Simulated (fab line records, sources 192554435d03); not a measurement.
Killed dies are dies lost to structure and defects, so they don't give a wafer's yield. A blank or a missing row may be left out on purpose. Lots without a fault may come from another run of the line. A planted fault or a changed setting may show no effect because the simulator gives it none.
fab line records | flow n5_finfet
record lots=24 wafers=72 last_day=17
route steps=1938 shown PMOS_HMC_CHANNEL_EPI@67 FIN_SAQP@101
lots that met no fault: from a run of the same line without faults
start_h: hours from the record's first day to the start of the lot's first wafer shown | wait_h: hours since the lot's step before | " the same as in the row above | L1.1+2: a row that stands for several wafers | - no value, or no start given | * or withheld: withheld | < > ~ a bound
route shown NAME@n: a module of which the file shows steps, and the number in the route of the first | usual: mean/standard deviation of fault-free wafers | same: alike in all rows | chamber/n: place in a boat | sites: the reading at each site | _std_site: their standard deviation | _edge_site: outer sites' mean less inner sites' | radius_mm: how far each site lies from the wafer's centre | mask NAME#n: copy n | behind: the tool/chamber that last shaped the wafer | hold: why the lot was held/for how many hours/how that ended | device: the transistor (n, p or np) that didn't switch | end of line: the same wafers' tests at the end of the route | a step without rows: its recipe alone | killed: dies lost to structure and defects at the first sort, not the wafer's yield | map: a wafer's dies, x killed, . not, _ none there
set.NAME: the setting as run; set.NAME@STEP: as run at that earlier step | model.NAME: the simulator's own value behind a step, which no gauge read
steps of the route over a sample of lots; a table a step, a row a wafer
services: from which hour (start_h, from the record's first day; less than 0 if before it) a tool's chamber was out of use, for how many hours, and why
## steps
# step N5_PMOS_HMC_CHANNEL_EPI_INSPECT_11
# recipe mode=adi inspect_instrument=macro
# usual raw_defect_count=2.1/1.5
# columns lot.wafer tool chamber start_h wait_h raw_defect_count
L074.4 defect_inspect-02 - 18.11 0.0 3
L074.5 " - " " 2
L074.6 " - " " 2
L075.2 defect_inspect-01 - 23.71 0.0 1
L075.3 " - " " 5
L075.5 " - " " 4
L076.2 defect_inspect-02 - 29.41 0.0 2
L076.4 " - " " 0
L076.5 " - " " 1
L077.1 defect_inspect-02 - 37.04 0.0 0
L077.2 " - " " 2
L077.6 " - " " 1
L078.1 defect_inspect-01 - 41.36 0.0 1
L078.3 " - " " 0
L078.6 " - " " 0
L079.1 defect_inspect-02 - 47.85 0.0 3
L079.2 " - " " 2
L079.5 " - " " 2
L080.1 defect_inspect-01 - 53.21 0.0 2
L080.5 " - " " 3
L080.6 " - " " 0
L081.3 defect_inspect-02 - 59.67 0.0 0
L081.5 " - " " 0
L081.6 " - " " 4
L082.1 defect_inspect-02 - 65.43 0.0 3
L082.4 " - " " 1
L082.5 " - " " 0
L083.3 defect_inspect-02 - 71.84 0.0 5
L083.4 " - " " 5
L083.5 " - " " 0
L084.1 defect_inspect-01 - 77.81 0.0 2
L084.2 " - " " 3
L084.6 " - " " 5
L085.3 defect_inspect-01 - 84.02 0.0 2
L085.4 " - " " 1
L085.5 " - " " 1
L086.1 defect_inspect-01 - 89.34 0.0 4
L086.2 " - " " 3
L086.5 " - " " 2
L087.1 defect_inspect-01 - 95.02 0.0 2
L087.2 " - " " 0
L087.3 " - " " 6
L088.1 defect_inspect-01 - 101.68 0.0 2
L088.2 " - " " 0
L088.6 " - " " 2
L089.1 defect_inspect-02 - 107.70 0.0 1
L089.2 " - " " 3
L089.4 " - " " 1
L090.3 defect_inspect-02 - 114.01 0.0 3
L090.5 " - " " 3
L090.6 " - " " 4
L091.1 defect_inspect-01 - 119.36 0.0 0
L091.2 " - " " 2
L091.3 " - " " 5
L092.2 defect_inspect-01 - 125.97 0.0 1
L092.4 " - " " 2
L092.6 " - " " 3
L093.2 defect_inspect-01 - 131.05 0.0 1
L093.3 " - " " 1
L093.4 " - " " 2
L094.4 defect_inspect-01 - 137.25 0.0 1
L094.5 " - " " 1
L094.6 " - " " 3
L095.1 defect_inspect-01 - 143.28 0.0 4
L095.4 " - " " 2
L095.5 " - " " 1
L096.1 defect_inspect-01 - 149.27 0.0 6
L096.2 " - " " 3
L096.5 " - " " 2
L097.2 defect_inspect-01 - 155.53 0.0 0
L097.3 " - " " 2
L097.4 " - " " 0
# step N5_PMOS_HMC_CHANNEL_EPI_STRIP_33
# recipe chemistry=N2/H2 power_w=500 temp_c=40 pressure_mtorr=50 rf_frequency_hz=6e+07 overash_fraction=0.3 bias_power_w=8 h2_frac=0.5 n2_flow_sccm=300 h2_flow_sccm=300
# usual drypump_motor_current_A=5.8/0.37 h2_flow_sccm=300.0/0.95 oes_product_au=0.78/0.072 rf_vpp_V=54.0/1.5 showerhead_plenum_p_Torr=3.33/0.11 throttle_valve_pct=19.0/0.33
# columns lot.wafer tool chamber start_h wait_h drypump_motor_current_A h2_flow_sccm oes_product_au rf_hours_counter_h rf_vpp_V showerhead_plenum_p_Torr throttle_valve_pct
L074.4 rie_diel-05 1 18.28 0.0 6.1 300.2 0.78 133 51.7 3.51 18.9
L074.5 " 1 " " 6.1 299.7 0.79 - 55.1 3.51 18.9
L074.6 " 0 " " 5.9 299.9 0.94 - 54.7 3.30 18.4
L075.2 rie_diel-06 2 23.90 0.0 5.9 299.5 0.73 177 51.6 3.35 19.4
L075.3 " 1 " " 6.4 300.4 0.70 231 53.1 3.19 19.5
L075.5 " 0 " " 5.8 299.0 0.86 - 55.6 3.27 18.4
L076.2 rie_diel-06 1 30.14 0.0 6.4 299.2 0.71 234 54.8 3.18 19.5
L076.4 " 1 " " 6.4 299.8 0.69 - 54.1 3.18 19.5
L076.5 " 0 " " 5.8 302.1 0.85 - 54.6 3.27 18.4
L077.1 rie_diel-06 1 37.69 0.0 6.3 299.2 0.68 237 54.0 3.18 19.5
L077.2 " 2 " " 5.9 300.6 0.73 184 55.8 3.35 19.4
L077.6 " 1 " " 6.4 298.2 0.70 - 55.4 3.18 19.5
L078.1 rie_diel-01 1 41.73 0.0 5.5 299.9 0.76 172 55.8 3.48 18.8
L078.3 " 2 " " 6.1 300.9 0.84 87 54.6 3.39 18.8
L078.6 " 1 " " 5.6 300.8 0.76 - 54.5 3.48 18.8
L079.1 rie_diel-01 3 48.22 0.0 5.5 301.1 0.76 171 51.4 3.22 18.9
L079.2 " 1 " " 5.5 299.8 0.74 175 56.5 3.48 18.8
L079.5 " 1 " " 5.5 299.8 0.74 - 56.0 3.48 18.8
L080.1 rie_diel-01 0 53.38 0.0 5.3 301.1 0.79 97 54.5 3.39 18.8
L080.5 " 0 " " 5.3 300.4 0.79 - 53.4 3.39 18.8
L080.6 " 3 " " 5.5 299.7 0.74 - 53.8 3.22 18.9
L081.3 rie_diel-05 2 59.83 0.0 6.4 301.2 0.70 200 53.4 3.20 19.4
L081.5 " 2 " " 6.4 301.0 0.69 - 56.5 3.20 19.4
L081.6 " 3 " " 5.3 299.2 0.76 - 53.9 3.23 19.1
L082.1 rie_diel-05 0 65.70 0.0 5.9 300.6 0.90 23 53.9 3.29 18.4
L082.4 " 1 " " 6.1 299.7 0.76 142 52.8 3.50 18.9
L082.5 " 3 " " 5.2 299.8 0.75 - 54.8 3.23 19.1
L083.3 rie_diel-01 1 72.00 0.0 5.6 300.6 0.75 181 55.9 3.47 18.8
L083.4 " 3 " " 5.5 299.0 0.75 176 54.0 3.21 18.9
L083.5 " 0 " " 5.3 300.4 0.79 - 53.6 3.39 18.9
L084.1 rie_diel-01 0 77.97 0.0 5.3 299.8 0.81 103 53.1 3.39 18.8
L084.2 " 1 " " 5.5 300.8 0.75 182 54.5 3.47 18.8
L084.6 " 0 " " 5.2 299.7 0.80 - 52.7 3.39 18.9
L085.3 rie_diel-01 1 84.18 0.0 5.6 300.2 0.74 185 55.1 3.47 18.8
L085.4 " 0 " " 5.3 298.9 0.79 106 55.6 3.39 18.8
L085.5 " 2 " " 6.1 299.0 0.83 - 51.9 3.38 18.8
L086.1 rie_diel-01 0 89.79 0.0 5.3 299.1 0.79 108 54.8 3.39 18.9
L086.2 " 2 " " 6.1 297.6 0.81 102 55.0 3.38 18.8
L086.5 " 3 " " 5.5 301.2 0.74 - 54.8 3.21 19.0
L087.1 rie_diel-06 2 95.18 0.0 5.9 299.2 0.71 205 56.0 3.33 19.5
L087.2 " 1 " " 6.3 300.0 1.00 2 54.2 3.58 19.2
L087.3 " 3 " " 6.0 300.5 0.65 246 57.4 3.31 19.4
L088.1 rie_diel-01 0 101.88 0.0 5.3 300.1 0.79 111 52.4 3.38 18.8
L088.2 " 1 " " 5.6 301.2 0.74 190 51.0 3.47 18.9
L088.6 " 0 " " 5.3 298.7 0.79 - 54.1 3.38 18.9
L089.1 rie_diel-05 2 107.87 0.0 6.4 298.8 0.70 214 55.5 3.19 19.5
L089.2 " 0 " " 5.9 299.1 0.88 33 53.1 3.29 18.4
L089.4 " 1 " " 6.1 299.9 0.75 155 54.0 3.50 18.9
L090.3 rie_diel-06 0 114.17 0.0 5.8 301.3 0.81 98 54.0 3.25 18.4
L090.5 " 2 " " 5.9 298.6 0.71 - 53.8 3.33 19.5
L090.6 " 1 " " 6.4 299.0 0.96 - 53.3 3.58 19.2
L091.1 rie_diel-05 2 119.52 0.0 6.3 301.5 0.68 217 53.4 3.19 19.5
L091.2 " 1 " " 6.1 299.2 0.76 157 56.1 3.49 19.0
L091.3 " 3 " " 5.3 299.4 0.74 176 55.1 3.22 19.2
L092.2 rie_diel-01 3 126.14 0.0 5.5 300.7 0.74 193 54.4 3.21 18.9
L092.4 " 1 " " 5.6 300.7 0.73 198 53.4 3.46 18.9
L092.6 " 2 " " 6.1 299.6 0.80 - 52.8 3.38 18.9
L093.2 rie_diel-05 3 131.21 0.0 5.3 299.9 0.73 179 54.8 3.22 19.1
L093.3 " 2 " " 6.4 298.8 0.67 220 55.6 3.19 19.5
L093.4 " 1 " " 6.1 300.6 0.74 161 54.9 3.49 19.0
L094.4 rie_diel-05 0 137.42 0.0 5.9 299.2 0.86 41 54.9 3.29 18.4
L094.5 " 3 " " 5.3 298.2 0.74 - 53.3 3.22 19.1
L094.6 " 0 " " 5.9 300.0 0.88 - 55.1 3.29 18.4
L095.1 rie_diel-05 1 143.44 0.0 6.1 300.4 0.75 164 53.9 3.49 18.9
L095.4 " 0 " " 5.9 301.4 0.86 42 50.8 3.28 18.4
L095.5 " 1 " " 6.1 299.6 0.76 - 55.0 3.49 19.0
L096.1 rie_diel-06 1 149.44 0.0 6.3 302.3 0.93 20 52.2 3.57 19.1
L096.2 " 3 " " 6.0 300.3 0.98 2 54.2 3.31 18.9
L096.5 " 3 " " 6.0 299.7 0.96 - 54.1 3.31 19.0
L097.2 rie_diel-05 1 155.70 0.0 6.1 301.3 0.75 168 54.5 3.49 19.0
L097.3 " 0 " " 5.9 302.0 0.87 47 53.4 3.28 18.4
L097.4 " 0 " " 5.9 300.6 0.88 - 54.6 3.28 18.5
# step N5_FIN_SAQP_THK_MEAS_07
# usual thk_nm=60.4/0.83
# columns lot.wafer tool chamber start_h wait_h thk_nm
L074.4 film_metro-01 - 21.76 0.0 60.4
L074.5 " - " " 61.0
L074.6 " - " " 60.7
L075.2 film_metro-02 - 27.58 0.1 59.5
L075.3 " - " " 60.1
L075.5 " - " " 59.9
L076.2 film_metro-02 - 34.10 0.1 60.0
L076.4 " - " " 61.3
L076.5 " - " " 60.9
L077.1 film_metro-02 - 41.29 0.1 59.7
L077.2 " - " " 59.0
L077.6 " - " " 61.8
L078.1 film_metro-02 - 45.19 0.1 60.2
L078.3 " - " " 60.4
L078.6 " - " " 60.2
L079.1 film_metro-01 - 51.71 0.1 60.0
L079.2 " - " " 60.1
L079.5 " - " " 61.8
L080.1 film_metro-02 - 56.94 0.1 58.8
L080.5 " - " " 60.3
L080.6 " - " " 59.6
L081.3 film_metro-01 - 63.45 0.1 59.4
L081.5 " - " " 60.6
L081.6 " - " " 60.6
L082.1 film_metro-01 - 69.22 0.1 59.4
L082.4 " - " " 60.7
L082.5 " - " " 60.4
L083.3 film_metro-01 - 75.51 0.1 60.5
L083.4 " - " " 60.9
L083.5 " - " " 60.3
L084.1 film_metro-02 - 81.51 0.1 59.6
L084.2 " - " " 59.1
L084.6 " - " " 61.6
L085.3 film_metro-01 - 88.93 0.1 60.7
L085.4 " - " " 61.4
L085.5 " - " " 60.5
L086.1 film_metro-02 - 94.90 0.1 59.8
L086.2 " - " " 60.0
L086.5 " - " " 61.5
L087.1 film_metro-01 - 98.67 0.1 60.4
L087.2 " - " " 61.4
L087.3 " - " " 60.7
L088.1 film_metro-02 - 105.48 0.1 59.4
L088.2 " - " " 60.2
L088.6 " - " " 61.4
L089.1 film_metro-01 - 112.36 0.1 61.4
L089.2 " - " " 60.2
L089.4 " - " " 61.4
L090.3 film_metro-02 - 117.61 0.1 60.4
L090.5 " - " " 61.5
L090.6 " - " " 60.7
L091.1 film_metro-02 - 122.98 0.1 59.6
L091.2 " - " " 60.3
L091.3 " - " " 59.5
L092.2 film_metro-02 - 130.01 0.1 59.7
L092.4 " - " " 60.2
L092.6 " - " " 60.7
L093.2 film_metro-01 - 134.71 0.1 59.3
L093.3 " - " " 60.4
L093.4 " - " " 60.9
L094.4 film_metro-01 - 141.47 0.1 61.3
L094.5 " - " " 60.9
L094.6 " - " " 60.0
L095.1 film_metro-02 - 147.90 0.1 60.6
L095.4 " - " " 61.3
L095.5 " - " " 61.0
L096.1 film_metro-02 - 153.13 0.1 60.4
L096.2 " - " " 59.3
L096.5 " - " " 60.0
L097.2 film_metro-01 - 159.14 0.1 60.0
L097.3 " - " " 60.8
L097.4 " - " " 60.0
# step N5_FIN_SAQP_HM_DEP_72
# recipe material=SiO2 target_thk_a=120 temp_c=400 precursor=SiH4/N2O pressure_torr=0.75 rf_w=275 time_s=7.2
# usual heater_power_w=796/100 showerhead_plenum_p_Torr=8.14/0.12
# columns lot.wafer tool chamber start_h wait_h heater_power_w showerhead_plenum_p_Torr since_wet_clean_h
L074.4 pecvd-03 1 21.82 0.1 808 8.16 -
L074.5 " 2 " " 796 8.27 -
L074.6 " 0 " " 962 8.17 -
L075.2 pecvd-04 1 27.62 0.0 943 7.95 1819
L075.3 " 2 " " 669 8.25 340
L075.5 " 0 " " 847 8.10 -
L076.2 pecvd-03 0 34.13 0.0 931 8.18 310
L076.4 " 0 " " 926 8.18 -
L076.5 " 1 " " 865 8.12 -
L077.1 pecvd-02 0 41.33 0.0 638 8.29 745
L077.2 " 1 " " 763 7.89 1470
L077.6 " 1 " " 779 7.86 -
L078.1 pecvd-04 1 45.23 0.0 944 7.98 1837
L078.3 " 2 " " 688 8.26 358
L078.6 " 1 " " 947 7.96 -
L079.1 pecvd-04 2 51.75 0.0 620 8.27 364
L079.2 " 1 " " 843 7.99 1843
L079.5 " 0 " " 814 8.10 -
L080.1 pecvd-04 1 56.98 0.0 840 7.99 1848
L080.5 " 1 " " 814 7.97 -
L080.6 " 0 " " 774 8.11 -
L081.3 pecvd-02 1 63.51 0.1 691 7.91 -
L081.5 " 1 " " 694 7.90 -
L081.6 " 0 " " 743 8.25 -
L082.1 pecvd-03 0 69.26 0.0 906 8.18 345
L082.4 " 0 " " 761 8.17 -
L082.5 " 1 " " 717 8.14 -
L083.3 pecvd-04 1 75.55 0.0 811 7.98 1867
L083.4 " 0 " " 781 8.11 -
L083.5 " 1 " " 790 7.97 -
L084.1 pecvd-03 2 81.54 0.0 791 8.24 2054
L084.2 " 1 " " 843 8.13 1329
L084.6 " 1 " " 813 8.15 -
L085.3 pecvd-03 1 88.99 0.1 815 8.14 -
L085.4 " 2 " " 786 8.24 -
L085.5 " 2 " " 783 8.23 -
L086.1 pecvd-02 2 94.94 0.0 1004 8.13 16
L086.2 " 1 " " 697 7.91 1524
L086.5 " 0 " " 699 8.25 -
L087.1 pecvd-03 2 98.71 0.0 771 8.22 2071
L087.2 " 1 " " 828 8.14 1346
L087.3 " 2 " " 782 8.25 -
L088.1 pecvd-02 0 105.52 0.0 707 8.24 809
L088.2 " 1 " " 802 7.90 1534
L088.6 " 0 " " 686 8.25 -
L089.1 pecvd-02 2 112.42 0.1 1035 8.13 33
L089.2 " 1 " " 725 7.88 1541
L089.4 " 0 " " 664 8.27 -
L090.3 pecvd-03 2 117.65 0.0 743 8.25 2090
L090.5 " 1 " " 738 8.13 -
L090.6 " 2 " " 739 8.26 -
L091.1 pecvd-02 0 123.02 0.0 673 8.23 827
L091.2 " 2 " " 932 8.14 44
L091.3 " 0 " " 680 8.26 -
L092.2 pecvd-03 1 130.05 0.0 800 8.14 1378
L092.4 " 2 " " 797 8.25 -
L092.6 " 0 " " 914 8.17 -
L093.2 pecvd-04 2 134.74 0.0 612 8.27 447
L093.3 " 0 " " 750 8.11 1201
L093.4 " 1 " " 934 7.98 -
L094.4 pecvd-02 1 141.53 0.1 750 7.89 -
L094.5 " 0 " " 656 8.23 -
L094.6 " 2 " " 971 8.13 -
L095.1 pecvd-02 1 147.94 0.0 767 7.88 1577
L095.4 " 1 " " 758 7.90 -
L095.5 " 0 " " 625 8.25 -
L096.1 pecvd-03 0 153.17 0.0 873 8.18 429
L096.2 " 1 " " 789 8.13 1401
L096.5 " 2 " " 772 8.23 -
L097.2 pecvd-04 2 159.18 0.0 675 8.26 472
L097.3 " 1 " " 908 8.00 1951
L097.4 " 0 " " 865 8.09 -
# step N5_FIN_SAQP_OVL_MEAS_17
# recipe points_per_wafer=44
# usual FIN_CORE_OVL=-0.2/0.7
# columns lot.wafer tool chamber start_h wait_h FIN_CORE_OVL[nm]
L074.4 overlay-01 0 22.15 0.0 0.9
L074.5 " 0 " " 0.1
L074.6 " 0 " " -0.1
L075.2 overlay-01 0 28.11 0.0 -1.3
L075.3 " 0 " " 1.0
L075.5 " 0 " " -0.6
L076.2 overlay-02 0 34.62 0.0 0.1
L076.4 " 0 " " -1.2
L076.5 " 0 " " 0.3
L077.1 overlay-02 0 41.82 0.0 -1.1
L077.2 " 0 " " -0.6
L077.6 " 0 " " 0.9
L078.1 overlay-02 0 45.71 0.0 -0.7
L078.3 " 0 " " -0.2
L078.6 " 0 " " -0.2
L079.1 overlay-02 0 52.24 0.0 0.2
L079.2 " 0 " " -1.2
L079.5 " 0 " " 0.3
L080.1 overlay-02 0 57.48 0.0 -0.3
L080.5 " 0 " " 0.9
L080.6 " 0 " " 0.3
L081.3 overlay-02 0 64.00 0.0 -0.5
L081.5 " 0 " " -1.0
L081.6 " 0 " " 0.1
L082.1 overlay-02 0 69.75 0.0 0.4
L082.4 " 0 " " -0.9
L082.5 " 0 " " -0.6
L083.3 overlay-02 0 75.92 0.0 0.3
L083.4 " 0 " " 0.9
L083.5 " 0 " " 0.0
L084.1 overlay-02 0 82.03 0.0 -0.2
L084.2 " 0 " " 0.0
L084.6 " 0 " " 0.1
L085.3 overlay-01 0 89.48 0.0 1.6
L085.4 " 0 " " -0.7
L085.5 " 0 " " -0.5
L086.1 overlay-02 0 95.42 0.0 -1.1
L086.2 " 0 " " -1.7
L086.5 " 0 " " 0.8
L087.1 overlay-01 0 99.22 0.0 0.8
L087.2 " 0 " " -0.6
L087.3 " 0 " " 0.9
L088.1 overlay-02 0 106.00 0.0 0.5
L088.2 " 0 " " -0.4
L088.6 " 0 " " 0.4
L089.1 overlay-02 0 112.78 0.0 -1.0
L089.2 " 0 " " -0.9
L089.4 " 0 " " -2.6
L090.3 overlay-01 0 118.14 0.0 1.3
L090.5 " 0 " " 1.2
L090.6 " 0 " " -0.1
L091.1 overlay-01 0 123.53 0.0 -0.9
L091.2 " 0 " " -1.1
L091.3 " 0 " " -0.5
L092.2 overlay-01 0 130.41 0.0 -0.6
L092.4 " 0 " " 0.1
L092.6 " 0 " " -0.1
L093.2 overlay-01 0 135.10 0.0 0.2
L093.3 " 0 " " 0.8
L093.4 " 0 " " -0.2
L094.4 overlay-02 0 141.86 0.0 -0.7
L094.5 " 0 " " -1.2
L094.6 " 0 " " -1.0
L095.1 overlay-01 0 148.44 0.0 -0.8
L095.4 " 0 " " 0.0
L095.5 " 0 " " -1.0
L096.1 overlay-02 0 153.66 0.0 -0.5
L096.2 " 0 " " -0.4
L096.5 " 0 " " -0.6
L097.2 overlay-02 0 159.54 0.0 0.3
L097.3 " 0 " " -0.8
L097.4 " 0 " " -0.4
# step N5_FIN_SAQP_ETCH_65
# recipe chemistry=CF4 target=SiO2 target_depth_a=40 ion_energy_ev=350 time_s=4.4 pressure_mtorr=10 icp_w=800 bias_w=400 cf4_flow_sccm=80
# usual drypump_motor_current_A=5.6/0.46 oes_product_au=0.995/0.014 throttle_valve_pct=21.93/0.14
# columns lot.wafer tool chamber start_h wait_h drypump_motor_current_A oes_product_au rf_hours_counter_h throttle_valve_pct
L074.4 rie_si-01 1 25.00 0.0 6.5 0.978 165 21.59
L074.5 " 2 " " 5.9 1.012 - 22.01
L074.6 " 3 " " 5.5 1.026 - 21.91
L075.2 rie_si-05 3 30.54 0.1 6.5 1.006 125 21.90
L075.3 " 1 " " 5.2 0.986 83 21.83
L075.5 " 1 " " 5.2 0.984 - 21.84
L076.2 rie_si-03 2 36.92 0.1 5.9 1.002 64 22.12
L076.4 " 0 " " 4.9 0.993 158 22.04
L076.5 " 1 " " 5.4 0.990 - 21.89
L077.1 rie_si-01 0 44.35 0.1 5.8 0.969 45 21.80
L077.2 " 2 " " 5.9 1.015 173 21.99
L077.6 " 2 " " 5.9 1.011 - 22.01
L078.1 rie_si-03 1 49.61 0.1 5.4 0.992 1 21.91
L078.3 " 3 " " 5.8 0.989 7 21.94
L078.6 " 1 " " 5.4 0.990 - 21.90
L079.1 rie_si-05 2 54.47 0.1 5.8 1.009 72 21.52
L079.2 " 0 " " 5.1 0.993 53 21.91
L079.5 " 3 " " 6.5 1.008 - 21.91
L080.1 rie_si-03 0 61.14 0.1 4.9 0.989 159 22.02
L080.5 " 0 " " 4.9 0.999 - 22.02
L080.6 " 2 " " 5.8 1.002 - 22.12
L081.3 rie_si-01 0 66.36 0.1 5.8 0.969 45 21.80
L081.5 " 3 " " 5.5 1.008 - 21.93
L081.6 " 2 " " 5.9 1.009 - 22.01
L082.1 rie_si-05 1 73.15 0.1 5.2 0.975 83 21.82
L082.4 " 3 " " 6.5 1.009 125 21.90
L082.5 " 0 " " 5.1 0.982 - 21.92
L083.3 rie_si-03 1 79.10 0.1 5.4 0.985 1 21.91
L083.4 " 2 " " 5.9 1.007 65 22.13
L083.5 " 0 " " 4.9 0.991 - 22.04
L084.1 rie_si-01 3 84.59 0.1 5.5 1.024 176 21.93
L084.2 " 2 " " 5.9 1.025 174 22.00
L084.6 " 0 " " 5.8 0.980 - 21.81
L085.3 rie_si-03 1 92.67 0.1 5.4 0.989 2 21.91
L085.4 " 3 " " 5.8 0.995 7 21.94
L085.5 " 3 " " 5.9 0.990 - 21.94
L086.1 rie_si-01 3 97.67 0.1 5.5 1.017 176 21.92
L086.2 " 0 " " 5.8 0.974 46 21.82
L086.5 " 3 " " 5.5 1.020 - 21.92
L087.1 rie_si-03 2 101.67 0.1 5.9 1.008 65 22.12
L087.2 " 3 " " 5.9 0.998 8 21.94
L087.3 " 0 " " 4.9 0.990 160 22.01
L088.1 rie_si-03 3 110.07 0.1 5.8 0.982 8 21.93
L088.2 " 0 " " 4.9 0.991 160 22.00
L088.6 " 0 " " 4.9 0.998 - 22.03
L089.1 rie_si-03 3 115.98 0.1 5.9 0.989 8 21.95
L089.2 " 2 " " 5.8 0.999 66 22.12
L089.4 " 1 " " 5.4 1.000 2 21.91
L090.3 rie_si-03 0 120.87 0.1 4.9 0.993 160 22.01
L090.5 " 1 " " 5.4 0.995 - 21.92
L090.6 " 2 " " 5.8 0.998 - 22.13
L091.1 rie_si-03 3 125.97 0.1 5.8 0.981 8 21.94
L091.2 " 1 " " 5.4 0.979 2 21.91
L091.3 " 0 " " 4.9 0.976 160 22.03
L092.2 rie_si-03 1 132.75 0.1 5.4 0.993 2 21.89
L092.4 " 0 " " 4.9 0.993 160 22.02
L092.6 " 2 " " 5.8 0.990 - 22.09
L093.2 rie_si-03 3 138.23 0.1 5.8 0.993 8 21.94
L093.3 " 1 " " 5.4 0.995 2 21.92
L093.4 " 0 " " 4.9 1.000 160 22.02
L094.4 rie_si-03 1 144.08 0.0 5.4 0.992 3 21.92
L094.5 " 3 " " 5.8 0.998 - 21.94
L094.6 " 0 " " 4.9 0.988 - 22.03
L095.1 rie_si-05 1 150.95 0.1 5.2 0.983 85 21.83
L095.4 " 3 " " 6.5 1.009 127 21.91
L095.5 " 0 " " 5.1 0.984 - 21.91
L096.1 rie_si-01 2 156.12 0.1 5.9 1.014 175 21.99
L096.2 " 3 " " 5.5 1.018 177 21.92
L096.5 " 0 " " 5.8 0.971 - 21.80
L097.2 rie_si-03 2 161.95 0.1 5.8 0.991 67 22.11
L097.3 " 3 " " 5.8 0.979 9 21.96
L097.4 " 1 " " 5.4 0.985 3 21.89
## services
# columns tool chamber start_h hours kind
pecvd-03 0 -3.78 20.0 repair
rie_diel-05 2 7.82 5.4 repair
rie_si-05 2 12.07 2.7 repair
rie_si-05 1 14.17 9.6 repair
pecvd-03 1 28.52 2.1 scheduled_down
rie_diel-05 - 28.99 15.6 pm
pecvd-02 2 45.95 4.4 repair
pecvd-03 - 54.79 2.4 repair
rie_si-03 3 59.19 2.3 repair
rie_si-03 1 59.50 2.0 repair
rie_si-03 1 62.74 6.8 repair
rie_diel-05 0 66.44 11.7 repair
rie_si-05 3 69.10 2.3 repair
pecvd-02 - 75.39 0.9 repair
rie_diel-05 - 80.53 0.9 repair
rie_diel-05 - 86.91 1.6 repair
pecvd-03 0 87.43 5.5 scheduled_down
rie_diel-05 - 89.31 0.6 repair
rie_diel-01 2 95.96 3.7 repair
pecvd-03 0 98.16 2.1 scheduled_down
pecvd-03 - 127.35 0.5 repair
rie_diel-05 2 154.96 3.7 repair
rie_diel-01 3 156.15 22.7 repair
rie_diel-06 2 158.83 4.2 repair
## key
fault none
